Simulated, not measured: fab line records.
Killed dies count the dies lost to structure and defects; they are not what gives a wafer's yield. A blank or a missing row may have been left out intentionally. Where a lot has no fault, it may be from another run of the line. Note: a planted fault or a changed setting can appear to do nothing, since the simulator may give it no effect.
fab line records	flow n5-finfet
[record] lots = 7	wafers = 21
route steps=1938 shown BEOL_M5@1140 BEOL_M7@1263
start-h: start of the lot's first displayed wafer, in hours after the record's first day	wait-h: how many hours have passed since the lot's step before this one	" as in the row above	L1.1+2: one row covering several wafers at once	- value missing, or start not given	* or withheld: withheld	< > ~ a bound
route shown NAME@n: a module of which the file shows steps, and the number in the route of the first	usual: mean and standard deviation over wafers with no fault	same: alike in all rows	chamber/n: place in a boat	sites: each site's reading	_std_site: their standard deviation	_edge_site: the outer-site mean with the inner-site mean subtracted	radius-mm: how far each site lies from the wafer's centre	mask NAME#n: copy n	behind: the most recent tool/chamber to have shaped the wafer	hold: the reason the lot was held/the length of the hold in hours/how it ended	device: which transistor (n, p or np) failed to switch	end of line: the tests these same wafers got at the end of their route	step lacking rows: just its recipe	killed: not the wafer's yield, but the dies lost to structure and defects at the first sort	map: shows each die of a wafer: x if killed, . if not, _ if none is there
set.NAME: setting as actually run; set.NAME@STEP: the setting as run at that earlier step	model.NAME: the simulator's own value behind a step, which no gauge read
one table per step and one row per wafer, for lots whose settings were changed on purpose
[[steps]]
[step N5_BEOL_M5_COAT_66]
[recipe] resist = SiARC	temp-c = 220	time-s = 60	spin-rpm = 1500	resist-thk-nm = 12
lot.wafer	tool	chamber	start-h	wait-h	set.spin-rpm	model.SiARC_of_BEOL_M5_COAT_66.thk-nm
L080.1+4	litho-track-02	0	-	-	1608	11.6
L080.5	"	0	"	"	1500	12
L083.2+3+4	litho-track-01	0	-	-	1500	12
L084.3+6	litho-track-03	0	-	-	1555	11.8
L084.4	"	0	"	"	1500	12
L085.3+4	litho-track-01	0	-	-	1500	12
L085.6	"	0	"	"	1546	11.8
L076.1+2	litho-track-02	0	-	-	1548	11.8
L076.3	"	0	"	"	1500	12
L090.1+3	litho-track-03	0	-	-	1500	12
L090.4	"	0	"	"	1414	12.4
L093.1+3	litho-track-02	0	-	-	1500	12
L093.5	"	0	"	"	1382	12.4
[step N5_BEOL_M5_COAT_74]
[recipe] resist = underlayer	temp-c = 205	time-s = 60	spin-rpm = 1500	resist-thk-nm = 5
[step N5_BEOL_M5_COAT_22]
[recipe] resist = CAR-EUV	spin-rpm = 1500	resist-thk-nm = 30
[step N5_BEOL_M5_DESCUM_33]
[recipe] chemistry = O2	time-s = 7	source-power-w = 50	bias-power-w = 20	pressure-mtorr = 20	rf-frequency-hz = 2.712e+07	temp-c = 40	resist = CAR-EUV	o2-flow-sccm = 225
[step N5_BEOL_M5_ETCH_75]
[recipe] chemistry = N2/H2	target = underlayer	target-depth-a = 65	mask-material = CAR-EUV	time-s = 5.2	ion-energy-ev = 200	pressure-mtorr = 30	source-w = 840	bias-w = 150	n2-flow-sccm = 200	h2-flow-sccm = 200	ends = cleared
[step N5_BEOL_M5_ETCH_67]
[recipe] chemistry = CF4	target = SiARC	target-depth-a = 156	mask-material = CAR-EUV	time-s = 26	ion-energy-ev = 80	pressure-mtorr = 40	source-w = 545	bias-w = 36	Ar_flow_sccm = 100	cf4-flow-sccm = 100	ends = cleared
lot.wafer	tool	chamber	start-h	wait-h	set.spin-rpm@BEOL_M5_COAT_66	model.etch.depth-nm	model.CAR-EUV_of_BEOL_M5_COAT_22.thk-nm
L080.1	rie-diel-06	3	268.97	0.0	1608	11.62	11.4
L080.4	"	0	"	"	1608	11.64	11.6
L080.5	"	0	"	"	1500	12.01	11.2
L083.2	rie-diel-04	3	287.66	0.0	1500	11.96	11
L083.3	"	1	"	"	1500	11.99	11
L083.4	"	2	"	"	1500	11.94	11
L084.3	rie-diel-06	3	298.84	0.0	1555	11.81	11.4
L084.4	"	1	"	"	1500	12.03	11.2
L084.6	"	1	"	"	1555	11.79	11.2
L085.3	rie-diel-06	3	302.23	0.0	1500	12.02	11.2
L085.4	"	0	"	"	1500	12	11.2
L085.6	"	0	"	"	1546	11.81	11.4
L076.1	rie-diel-06	1	314.71	0.0	1548	11.84	11.2
L076.2	"	0	"	"	1548	11.84	11.4
L076.3	"	2	"	"	1500	12.06	11
L090.1	rie-diel-06	3	319.57	0.0	1500	12.01	11.4
L090.3	"	0	"	"	1500	12.03	11.2
L090.4	"	1	"	"	1414	12.39	10.8
L093.1+3	rie-diel-06	3,0	346.72	0.0	1500	12.01	11
L093.5	"	2	"	"	1382	12.5	10.6
[step N5_BEOL_M5_VIA_ETCH_34]
[recipe] chemistry = C4F6/O2	target = SiCOH_lowk	target-depth-a = 883	mask-material = SOC	taper-deg = 4	time-s = 39.2	ion-energy-ev = 250	pressure-mtorr = 30	source-w = 345	bias-w = 185	Ar_flow_sccm = 300	C4F6_flow_sccm = 10	O2_flow_sccm = 10
[usual] rf-vpp-V = 669/12
lot.wafer	tool	chamber	start-h	wait-h	set.source-w	rf-vpp-V
L080.1	rie-diel-06	3	269.10	0.0	345	673
L080.4	"	0	"	"	386.6	641
L080.5	"	0	"	"	345	681
L083.2	rie-diel-04	3	287.79	0.0	345	652
L083.3	"	1	"	"	345	662
L083.4	"	2	"	"	345	678
L084.3	rie-diel-06	3	298.97	0.0	345	671
L084.4	"	1	"	"	345	667
L084.6	"	1	"	"	345	669
L085.3	rie-diel-06	3	302.36	0.0	367.9	650
L085.4	"	0	"	"	345	679
L085.6	"	0	"	"	345	680
L076.1	rie-diel-06	1	314.84	0.0	345	667
L076.2	"	0	"	"	300.6	729
L076.3	"	2	"	"	300.6	726
L090.1	rie-diel-06	3	319.70	0.0	324.1	693
L090.3	"	0	"	"	345	679
L090.4	"	1	"	"	345	668
L093.1	rie-diel-06	3	346.85	0.0	345	671
L093.3	"	0	"	"	345	679
L093.5	"	2	"	"	345	676
[step N5_BEOL_M5_TRENCH_ETCH_37]
[recipe] chemistry = C4F6/O2	target-depth-a = 716.52	target = SiCOH_lowk	time-s = 24.7	ion-energy-ev = 250	pressure-mtorr = 30	source-w = 345	bias-w = 185	Ar_flow_sccm = 300	C4F6_flow_sccm = 10	O2_flow_sccm = 10
[usual] rf-vpp-V = 669/12
lot.wafer	tool	chamber	start-h	wait-h	set.bias-w	rf-vpp-V
L080.1	rie-diel-06	3	-	-	210.9	745
L080.4	"	0	"	"	185	680
L080.5	"	0	"	"	185	679
L083.2	rie-diel-04	3	-	-	185	652
L083.3	"	1	"	"	185	659
L083.4	"	2	"	"	185	679
L084.3	rie-diel-06	3	-	-	204	725
L084.4	"	1	"	"	185	667
L084.6	"	1	"	"	185	669
L085.3	rie-diel-06	3	-	-	214.4	755
L085.4	"	0	"	"	185	679
L085.6	"	0	"	"	214.4	761
L076.1	rie-diel-06	1	-	-	185	667
L076.2	"	0	"	"	185	678
L076.3	"	2	"	"	204.3	733
L090.1	rie-diel-06	3	-	-	185	671
L090.3	"	0	"	"	185	678
L090.4	"	1	"	"	185	667
L093.1	rie-diel-06	3	-	-	185	671
L093.3	"	0	"	"	209.6	748
L093.5	"	2	"	"	209.6	747
[step N5_BEOL_M7_ILD_DEP_00]
[recipe] material = SiCOH_lowk	target-thk-a = 1797.5	temp-c = 300	precursor = DEMS/porogen	pressure-torr = 5	rf-w = 500	time-s = 33.4
lot.wafer	tool	chamber	start-h	wait-h	set.time-s	model.SiCOH_lowk_of_BEOL_M7_ILD_DEP_00.thk-nm
L080.1	pecvd-04	2	285.23	0.1	35.87	192
L080.4	"	0	"	"	33.4	180
L080.5	"	1	"	"	33.4	182.4
L083.2	pecvd-02	0	306.19	0.0	33.4	176.4
L083.3	"	2	"	"	33.4	176.6
L083.4	"	0	"	"	33.4	179.4
L084.3	pecvd-02	2	318.56	0.0	29.89	156.8
L084.4	"	2	"	"	29.89	162.4
L084.6	"	1	"	"	29.89	164
L085.3	pecvd-04	0	321.35	0.0	33.4	174.6
L085.4	"	1	"	"	35.58	195
L085.6	"	2	"	"	33.4	181.4
L076.1	pecvd-04	0	331.67	0.0	33.4	173.6
L076.2	"	1	"	"	30.68	162.4
L076.3	"	1	"	"	33.4	177.6
L090.1	pecvd-01	2	336.56	0.0	33.4	179
L090.3	"	1	"	"	33.4	174.8
L090.4	"	0	"	"	33.4	183
L093.1	pecvd-02	2	365.14	0.0	29.44	155.6
L093.3	"	1	"	"	33.4	175
L093.5	"	2	"	"	29.44	159.2
[step N5_BEOL_M7_CURE_74]
[recipe] temp-c = 385	time-s = 240	ambient = He/Ar	material = SiCOH_lowk
lot.wafer	tool	chamber	start-h	wait-h	set.time-s@BEOL_M7_ILD_DEP_00	model.SiCOH_lowk_of_BEOL_M7_ILD_DEP_00.thk-nm
L080.1	uv-cure-01	2	285.30	0.0	35.87	165.8
L080.4	"	2	"	"	33.4	155.2
L080.5	"	2	"	"	33.4	157.2
L083.2	uv-cure-03	0	306.58	0.4	33.4	152.2
L083.3	"	0	"	"	33.4	152.4
L083.4	"	0	"	"	33.4	154.6
L084.3	uv-cure-02	0	318.79	0.2	29.89	135.2
L084.4	"	0	"	"	29.89	140
L084.6	"	0	"	"	29.89	141.4
L085.3	uv-cure-01	0	321.58	0.2	33.4	150.4
L085.4	"	0	"	"	35.58	168.2
L085.6	"	0	"	"	33.4	156.4
L076.1	uv-cure-01	2	331.76	0.1	33.4	149.6
L076.2	"	2	"	"	30.68	140
L076.3	"	2	"	"	33.4	153.2
L090.1	uv-cure-03	1	336.62	0.0	33.4	154.4
L090.3	"	1	"	"	33.4	150.8
L090.4	"	1	"	"	33.4	157.8
L093.1	uv-cure-02	0	365.20	0.0	29.44	134
L093.3	"	0	"	"	33.4	151
L093.5	"	0	"	"	29.44	137
[step N5_BEOL_M7_THK_MEAS_01]
[recipe] reads = SiCOH_lowk_of_BEOL_M7_ILD_DEP_00
[usual] M7_ILD_THK = 154.4/2.1
lot.wafer	tool	chamber	start-h	wait-h	set.time-s@BEOL_M7_ILD_DEP_00	M7_ILD_THK[nm]
L080.1	film-metro-01	-	285.81	0.4	35.87	165.8
L080.4	"	-	"	"	33.4	155.2
L080.5	"	-	"	"	33.4	157.3
L083.2	film-metro-02	-	307.02	0.4	33.4	152.0
L083.3	"	-	"	"	33.4	152.2
L083.4	"	-	"	"	33.4	154.8
L084.3	film-metro-01	-	319.14	0.3	29.89	135.1
L084.4	"	-	"	"	29.89	139.9
L084.6	"	-	"	"	29.89	141.2
L085.3	film-metro-02	-	321.93	0.3	33.4	150.5
L085.4	"	-	"	"	35.58	168.3
L085.6	"	-	"	"	33.4	156.3
L076.1	film-metro-01	-	332.27	0.4	33.4	149.7
L076.2	"	-	"	"	30.68	139.9
L076.3	"	-	"	"	33.4	153.2
L090.1	film-metro-01	-	337.61	0.8	33.4	154.4
L090.3	"	-	"	"	33.4	150.7
L090.4	"	-	"	"	33.4	157.8
L093.1	film-metro-01	-	365.72	0.4	29.44	134.1
L093.3	"	-	"	"	33.4	151.0
L093.5	"	-	"	"	29.44	137.1
[step N5_BEOL_M7_HM_DEP_02]
[recipe] material = TiN	target-thk-a = 200	temp-c = 25	chamber-pressure-pa = 0.49996
lot.wafer	tool	chamber	start-h	wait-h	set.target-thk-a	model.TiN_of_BEOL_M7_HM_DEP_02.thk-nm
L080.1	pvd-sputter-02	-	288.03	2.2	200	19.6
L080.4	"	-	"	"	174.5	17.2
L080.5	"	-	"	"	200	19.8
L083.2+3	pvd-sputter-03	-	309.98	2.9	200	19.8
L083.4	"	-	"	"	200	20.2
L084.3+4+6	pvd-sputter-03	-	319.79	0.6	200	19.8
L085.3+4	pvd-sputter-02	-	322.53	0.5	218.3	22.2
L085.6	"	-	"	"	200	20.4
L076.1	pvd-sputter-01	-	333.07	0.7	200	20
L076.2	"	-	"	"	192.8	19.4
L076.3	"	-	"	"	200	19.8
L090.1	pvd-sputter-03	-	338.60	0.9	186.2	18
L090.3	"	-	"	"	186.2	18.6
L090.4	"	-	"	"	186.2	18.4
L093.1	pvd-sputter-01	-	365.99	0.2	226.5	22.6
L093.3	"	-	"	"	200	19.6
L093.5	"	-	"	"	200	19.8
[step N5_BEOL_M7_COAT_59]
[recipe] resist = SOC	temp-c = 250	time-s = 60	spin-rpm = 1500	resist-thk-nm = 100
[step N5_BEOL_M7_COAT_60]
[recipe] resist = SiARC	temp-c = 220	time-s = 60	spin-rpm = 1500	resist-thk-nm = 35
[step N5_BEOL_M7_STRIP_68]
[recipe] chemistry = N2/H2	temp-c = 40	n2-flow-sccm = 200	h2-flow-sccm = 200	rf-frequency-hz = 6e+07
[step N5_BEOL_M7_STRIP_67]
[recipe] chemistry = CF4	resist = SiARC	power-w = 300	bias-power-w = 75	pressure-mtorr = 50	cf4-flow-sccm = 150	rf-frequency-hz = 6e+07
[step N5_BEOL_M7_HM_OPEN_17]
[recipe] chemistry = Cl2/BCl3	target-depth-a = 200	overetch-a = 60	target = TiN	mask-material = SOC	ion-energy-ev = 150	pressure-mtorr = 10	icp-w = 1000	bias-w = 126	Cl2_flow_sccm = 53.25	bcl3-flow-sccm = 21.75	Ar_flow_sccm = 25
lot.wafer	tool	chamber	start-h	wait-h	set.target-thk-a@BEOL_M7_HM_DEP_02	model.etch.depth-nm
L080.1	rie-metal-01	1	288.90	0.0	200	19.59
L080.4	"	0	"	"	174.5	17.19
L080.5	"	0	"	"	200	19.88
L083.2	rie-metal-01	1	310.84	0.0	200	19.73
L083.3	"	1	"	"	200	19.86
L083.4	"	0	"	"	200	20.15
L084.3	rie-metal-02	0	320.94	0.1	200	19.8
L084.4	"	1	"	"	200	19.74
L084.6	"	1	"	"	200	19.82
L085.3+4	rie-metal-03	0	323.34	0.1	218.3	22.14
L085.6	"	0	"	"	200	20.46
L076.1	rie-metal-03	1	334.45	0.0	200	20.02
L076.2	"	0	"	"	192.8	19.43
L076.3	"	1	"	"	200	19.8
L090.1	rie-metal-03	0	341.72	0.9	186.2	18.03
L090.3	"	0	"	"	186.2	18.62
L090.4	"	1	"	"	186.2	18.3
L093.1	rie-metal-02	1	366.86	0.0	226.5	22.55
L093.3	"	1	"	"	200	19.64
L093.5	"	1	"	"	200	19.7
[step N5_BEOL_M7_EXPOSE_25]
[recipe] mask-id = V6	na = 0.33	source-shape = annular	sigma-inner = 0.4	sigma-outer = 0.8	polarization = unpolarized	target-cd-nm = 40	dose-mj = 42.5
lot.wafer	tool	chamber	start-h	wait-h	mask	set.dose-mj
L080.1+4+5	euv-scanner-01	0	290.22	-	V6#0	42.5
L083.2+3+4	euv-scanner-02	0	314.30	-	V6#0	42.5
L084.3	euv-scanner-02	0	321.42	-	V6#0	42.5
L084.4+6	"	0	"	"	V6#0	43.47
L085.3	euv-scanner-02	0	324.94	-	V6#0	45.46
L085.4+6	"	0	"	"	V6#0	42.5
L076.1+2	euv-scanner-01	0	335.02	-	V6#0	42.5
L076.3	"	0	"	"	V6#0	44.29
L090.1+4	euv-scanner-01	0	342.45	-	V6#0	40.21
L090.3	"	0	"	"	V6#0	42.5
L093.1+5	euv-scanner-01	0	368.71	-	V6#0	40.57
L093.3	"	0	"	"	V6#0	42.5
[step N5_BEOL_M7_PEB_26]
[recipe] peb-temp-c = 100	peb-time-s = 60	resist = CAR-EUV
[step N5_BEOL_M7_DEVELOP_27]
[recipe] develop-time-s = 30	developer = TMAH	resist = CAR-EUV	rinse-liquid = surfactant-rinse	dry = air-spin	dev-temp-c = 23
[step N5_BEOL_M7_CD_MEAS_28]
[recipe] target-cd-nm = 40	landing-energy-ev = 500	detector = se-inlens
[usual] cd-nm = 40.04/0.23
lot.wafer	tool	chamber	start-h	wait-h	set.dose-mj@BEOL_M7_EXPOSE_25	cd-nm
L080.1	cd-sem-03	0	290.35	-	42.5	39.89
L080.4	"	0	"	"	42.5	40.00
L080.5	"	0	"	"	42.5	40.14
L083.2	cd-sem-01	0	314.43	-	42.5	40.06
L083.3	"	0	"	"	42.5	40.20
L083.4	"	0	"	"	42.5	40.04
L084.3	cd-sem-01	0	321.54	-	42.5	40.21
L084.4	"	0	"	"	43.47	40.65
L084.6	"	0	"	"	43.47	40.14
L085.3	cd-sem-03	0	325.06	-	45.46	41.93
L085.4	"	0	"	"	42.5	40.17
L085.6	"	0	"	"	42.5	40.02
L076.1	cd-sem-02	0	335.16	-	42.5	39.60
L076.2	"	0	"	"	42.5	39.53
L076.3	"	0	"	"	44.29	40.83
L090.1	cd-sem-03	0	342.58	-	40.21	38.85
L090.3	"	0	"	"	42.5	39.95
L090.4	"	0	"	"	40.21	38.77
L093.1	cd-sem-01	0	368.84	-	40.57	39.01
L093.3	"	0	"	"	42.5	40.09
L093.5	"	0	"	"	40.57	38.69
[step N5_BEOL_M7_DESCUM_33]
[recipe] chemistry = O2	time-s = 7	source-power-w = 50	bias-power-w = 20	pressure-mtorr = 20	rf-frequency-hz = 2.712e+07	temp-c = 40	resist = CAR-EUV	o2-flow-sccm = 225
lot.wafer	tool	chamber	start-h	wait-h	set.dose-mj@BEOL_M7_EXPOSE_25	model.BEOL_M7.cd-nm
L080.1+5	rie-diel-06	2,0	290.47	0.0	42.5	40
L080.4	"	3	"	"	42.5	40.2
L083.2	rie-diel-04	0	314.66	0.1	42.5	40
L083.3+4	"	1	"	"	42.5	40.2
L084.3	rie-diel-04	1	322.00	0.4	42.5	40
L084.4+6	"	1,2	"	"	43.47	40.6
L085.3	rie-diel-06	1	325.39	0.2	45.46	41.4
L085.4+6	"	3,1	"	"	42.5	40
L076.1+2	rie-diel-06	0,3	336.12	0.9	42.5	40
L076.3	"	1	"	"	44.29	41
L090.1	rie-diel-04	3	343.65	1.0	40.21	38.6
L090.3	"	1	"	"	42.5	40.2
L090.4	"	0	"	"	40.21	39
L093.1	rie-diel-04	1	369.56	0.6	40.57	39
L093.3	"	2	"	"	42.5	40
L093.5	"	1	"	"	40.57	38.8
[step N5_BEOL_M7_ETCH_72]
[recipe] chemistry = N2/H2	target = underlayer	target-depth-a = 65	mask-material = CAR-EUV	time-s = 5.2	ion-energy-ev = 200	pressure-mtorr = 30	source-w = 840	bias-w = 150	n2-flow-sccm = 200	h2-flow-sccm = 200	ends = cleared
[step N5_BEOL_M7_ETCH_65]
[recipe] chemistry = CF4	target = SiARC	target-depth-a = 156	mask-material = CAR-EUV	time-s = 26	ion-energy-ev = 80	pressure-mtorr = 40	source-w = 545	bias-w = 36	Ar_flow_sccm = 100	cf4-flow-sccm = 100	ends = cleared
lot.wafer	tool	chamber	start-h	wait-h	set.dose-mj@BEOL_M7_EXPOSE_25	model.BEOL_M7.cd-nm
L080.1+5	rie-diel-06	2,0	290.52	0.0	42.5	40
L080.4	"	3	"	"	42.5	40.2
L083.2	rie-diel-04	0	314.71	0.0	42.5	40
L083.3+4	"	1	"	"	42.5	40.4
L084.3	rie-diel-04	1	322.05	0.0	42.5	40.2
L084.4	"	1	"	"	43.47	40.8
L084.6	"	2	"	"	43.47	40.6
L085.3	rie-diel-06	1	325.44	0.0	45.46	41.4
L085.4+6	"	3,1	"	"	42.5	40
L076.1+2	rie-diel-06	0,3	336.18	0.0	42.5	40
L076.3	"	1	"	"	44.29	41
L090.1	rie-diel-04	3	343.70	0.0	40.21	38.6
L090.3	"	1	"	"	42.5	40.2
L090.4	"	0	"	"	40.21	38.8
L093.1	rie-diel-04	1	369.61	0.0	40.57	39.2
L093.3	"	2	"	"	42.5	39.8
L093.5	"	1	"	"	40.57	39
[step N5_BEOL_M7_ETCH_66]
[recipe] chemistry = N2/H2	target = SOC	target-depth-a = 800	overetch-a = 160	mask-material = SiARC	temp-c = 40	time-s = 120	ion-energy-ev = 200	pressure-mtorr = 30	source-w = 840	bias-w = 150	n2-flow-sccm = 200	h2-flow-sccm = 200
lot.wafer	tool	chamber	start-h	wait-h	set.dose-mj@BEOL_M7_EXPOSE_25	model.BEOL_M7.cd-nm
L080.1+4	rie-diel-06	2,3	290.55	0.0	42.5	39.8
L080.5	"	0	"	"	42.5	40
L083.2	rie-diel-04	0	314.74	0.0	42.5	40.2
L083.3+4	"	1	"	"	42.5	40.6
L084.3	rie-diel-04	1	322.08	0.0	42.5	40.2
L084.4	"	1	"	"	43.47	40.8
L084.6	"	2	"	"	43.47	40.2
L085.3	rie-diel-06	1	325.47	0.0	45.46	41.2
L085.4	"	3	"	"	42.5	39.8
L085.6	"	1	"	"	42.5	40
L076.1	rie-diel-06	0	336.20	0.0	42.5	40
L076.2	"	3	"	"	42.5	39.6
L076.3	"	1	"	"	44.29	40.8
L090.1+4	rie-diel-04	3,0	343.73	0.0	40.21	38.8
L090.3	"	1	"	"	42.5	40.4
L093.1	rie-diel-04	1	369.64	0.0	40.57	39.4
L093.3	"	2	"	"	42.5	40
L093.5	"	1	"	"	40.57	39.2
[step N5_BEOL_M7_VIA_ETCH_34]
[recipe] chemistry = C4F6/O2	target = SiCOH_lowk	target-depth-a = 1255	mask-material = SOC	taper-deg = 4	time-s = 50.5	ion-energy-ev = 250	pressure-mtorr = 30	source-w = 345	bias-w = 185	Ar_flow_sccm = 300	C4F6_flow_sccm = 10	O2_flow_sccm = 10
[usual] rf-vpp-V = 668/12
lot.wafer	tool	chamber	start-h	wait-h	set.source-w	set.dose-mj@BEOL_M7_EXPOSE_25	rf-vpp-V	model.BEOL_M7.cd-nm
L080.1	rie-diel-06	2	290.65	0.0	320.4	42.5	705	40
L080.4	"	3	"	"	320.4	42.5	699	40
L080.5	"	0	"	"	320.4	42.5	705	40.2
L083.2	rie-diel-04	0	314.84	0.0	345	42.5	645	40.2
L083.3	"	1	"	"	345	42.5	660	40.6
L083.4	"	1	"	"	345	42.5	660	40.6
L084.3	rie-diel-04	1	322.18	0.0	345	42.5	659	40.2
L084.4	"	1	"	"	396	43.47	616	40.8
L084.6	"	2	"	"	396	43.47	632	40.2
L085.3	rie-diel-06	1	325.57	0.0	345	45.46	667	41
L085.4	"	3	"	"	345	42.5	670	40
L085.6	"	1	"	"	345	42.5	667	39.8
L076.1	rie-diel-06	0	336.30	0.0	391.5	42.5	636	40.2
L076.2	"	3	"	"	345	42.5	672	39.6
L076.3	"	1	"	"	391.5	44.29	626	40.8
L090.1	rie-diel-04	3	343.83	0.0	297.4	40.21	701	38.8
L090.3	"	1	"	"	297.4	42.5	711	40.4
L090.4	"	0	"	"	345	40.21	645	38.8
L093.1	rie-diel-04	1	369.74	0.0	345	40.57	659	39.4
L093.3	"	2	"	"	345	42.5	678	39.8
L093.5	"	1	"	"	345	40.57	659	39.2
[[key]]
[split] step = N5_BEOL_M5_COAT_66	setting = spin-rpm	stated = 1500	by = wafer
[response] step = N5_BEOL_M5_COAT_66	reading = model.SiARC_of_BEOL_M5_COAT_66.thk-nm	change = -0.0574	per = 1%	r = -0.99
[response] step = N5_BEOL_M5_ETCH_67	reading = model.etch.depth-nm	change = -0.0604	per = 1%	r = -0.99
[response] step = N5_BEOL_M5_ETCH_67	reading = model.CAR-EUV_of_BEOL_M5_COAT_22.thk-nm	change = +0.0563	per = 1%	r = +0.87
[split] step = N5_BEOL_M5_VIA_ETCH_34	setting = source-w	stated = 345	by = wafer
[response] step = N5_BEOL_M5_VIA_ETCH_34	reading = rf-vpp-V	change = -3.88	per = 1%	r = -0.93
[split] step = N5_BEOL_M5_TRENCH_ETCH_37	setting = bias-w	stated = 185	by = wafer
[response] step = N5_BEOL_M5_TRENCH_ETCH_37	reading = rf-vpp-V	change = +5.22	per = 1%	r = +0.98
[split] step = N5_BEOL_M7_ILD_DEP_00	setting = time-s	stated = 33.4	by = wafer
[response] step = N5_BEOL_M7_ILD_DEP_00	reading = model.SiCOH_lowk_of_BEOL_M7_ILD_DEP_00.thk-nm	change = +1.67	per = 1%	r = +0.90
[response] step = N5_BEOL_M7_CURE_74	reading = model.SiCOH_lowk_of_BEOL_M7_ILD_DEP_00.thk-nm	change = +1.46	per = 1%	r = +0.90
[response] step = N5_BEOL_M7_THK_MEAS_01	reading = M7_ILD_THK	change = +1.46	per = 1%	r = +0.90
[split] step = N5_BEOL_M7_HM_DEP_02	setting = target-thk-a	stated = 200	by = wafer
[response] step = N5_BEOL_M7_HM_DEP_02	reading = model.TiN_of_BEOL_M7_HM_DEP_02.thk-nm	change = +0.204	per = 1%	r = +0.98
[response] step = N5_BEOL_M7_HM_OPEN_17	reading = model.etch.depth-nm	change = +0.202	per = 1%	r = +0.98
[split] step = N5_BEOL_M7_EXPOSE_25	setting = dose-mj	stated = 42.5	by = wafer
[response] step = N5_BEOL_M7_CD_MEAS_28	reading = cd-nm	change = +0.25	per = 1%	r = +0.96
[response] step = N5_BEOL_M7_DESCUM_33	reading = model.BEOL_M7.cd-nm	change = +0.23	per = 1%	r = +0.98
[response] step = N5_BEOL_M7_ETCH_65	reading = model.BEOL_M7.cd-nm	change = +0.218	per = 1%	r = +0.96
[response] step = N5_BEOL_M7_ETCH_66	reading = model.BEOL_M7.cd-nm	change = +0.213	per = 1%	r = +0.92
[response] step = N5_BEOL_M7_VIA_ETCH_34	reading = model.BEOL_M7.cd-nm	change = +0.19	per = 1%	r = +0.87
[split] step = N5_BEOL_M7_VIA_ETCH_34	setting = source-w	stated = 345	by = wafer
[response] step = N5_BEOL_M7_VIA_ETCH_34	reading = rf-vpp-V	change = -3.25	per = 1%	r = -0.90
